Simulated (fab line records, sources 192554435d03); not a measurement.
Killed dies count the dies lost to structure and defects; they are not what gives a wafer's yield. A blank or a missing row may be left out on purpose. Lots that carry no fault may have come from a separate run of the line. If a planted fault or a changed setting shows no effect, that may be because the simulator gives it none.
A lot that was struck, set against a sound lot -- flow n5-finfet -- 18 out of 1938 route steps
Sound: these wafers, L551.2, L551.3, L551.4. Wafers L560.2, L560.3, L560.6 were the ones struck. The cause comes at the end.
For every step that has rows: the tool of each side, followed by ch and its chambers, followed by its first start. Under that, the readings that differ: sound wafers -- struck wafers -- difference of the means -- sigmas: that difference in standard deviations of wafers without a fault.
alike: readings with means less than 2 such deviations apart, plus words and numbers identical on both sides. not compared: withheld readings, readings lacking a value on some wafer, bounds such as >300 that could conceal the same value, and numbers that have no deviation in the record and whose values overlap.
A row with sigmas, a row that says differs or no value, or rows on one side alone: a step with any of these is where the two part. Non-overlapping numbers with no deviation appear without sigmas and do not part them. Lack of a reading on every wafer of one side parts them only where that side has two or more wafers.

first, 9 steps without rows for these wafers: N5_BEOL_M11_DESCUM_16 (chemistry O2, time 7.9 s); N5_BEOL_M11_ETCH_61 (etches SiARC in CF4, target depth 39 nm, time 65 s); N5_BEOL_M11_ETCH_62 (etches SOC in N2/H2, target depth 110 nm, overetch 22 nm, time 165 s); N5_BEOL_M11_STRIP_68 (strips in N2/H2); N5_BEOL_M11_STRIP_67 (strips in CF4); N5_BEOL_M11_HM_OPEN_17 (chemistry Cl2/BCl3, target TiN, target depth 20 nm, overetch 6 nm); N5_BEOL_M11_STRIP_19 (strips in O2); N5_BEOL_M11_COAT_63 (time 60 s, resist thk 100 nm); N5_BEOL_M11_COAT_64 (time 60 s, resist thk 30 nm).
N5_BEOL_M11_COAT_22: resist thk 90 nm.
  sound on litho-track-05 ch 0, day 11 08:17; struck on litho-track-05 ch 0, day 14 04:17
reading,sound,struck,difference,sigmas
spin-speed-rpm (rpm),1499.0 1500.4 1498.8,1255.5 1254.5 1255.6,-244.2,-99 or more
model.CAR-ArF_of_BEOL_M11_COAT_22.thk-nm (nm),90.4 90.2 90.4,98.4 98.6 98.4,+8.1,
then, 6 steps without rows for these wafers: N5_BEOL_M11_EBR_24; N5_BEOL_M11_SOFTBAKE_23 (time 60 s); N5_BEOL_M11_EXPOSE_25 (exposes mask V10); N5_BEOL_M11_PEB_26 (peb time 60 s); N5_BEOL_M11_DEVELOP_27 (develop time 30 s); N5_BEOL_M11_DESCUM_33 (chemistry O2, time 7.9 s).
N5_BEOL_M11_ETCH_65: etches SiARC in CF4, target depth 39 nm, time 65 s.
  sound on rie-diel-03 ch 1,2, day 11 08:43; struck on rie-diel-01 ch 0,2,3, day 14 04:38
reading,sound,struck,difference,sigmas
model.CAR-ArF_of_BEOL_M11_COAT_22.thk-nm (nm),56 55.8 56,64 64.2 64,+8,
  alike: drypump-motor-current-A, etch-rf-on-time-s, oes-product-au, rf-vpp-V, showerhead-plenum-p-Torr, throttle-valve-pct
  not compared: rf-hours-counter-h
then, 1 step without rows for these wafers: N5_BEOL_M11_ETCH_66 (etches SOC in N2/H2, target depth 120 nm, overetch 24 nm, time 180 s).

== WHERE THEY PART ==
N5_BEOL_M11_COAT_22 only, going by this record. Later steps at which nothing parts them and some readings are alike: N5_BEOL_M11_ETCH_65.

WHY: the cause the simulator had injected
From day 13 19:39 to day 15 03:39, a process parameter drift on litho-track-05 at N5_BEOL_M11_COAT_22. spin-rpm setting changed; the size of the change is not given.
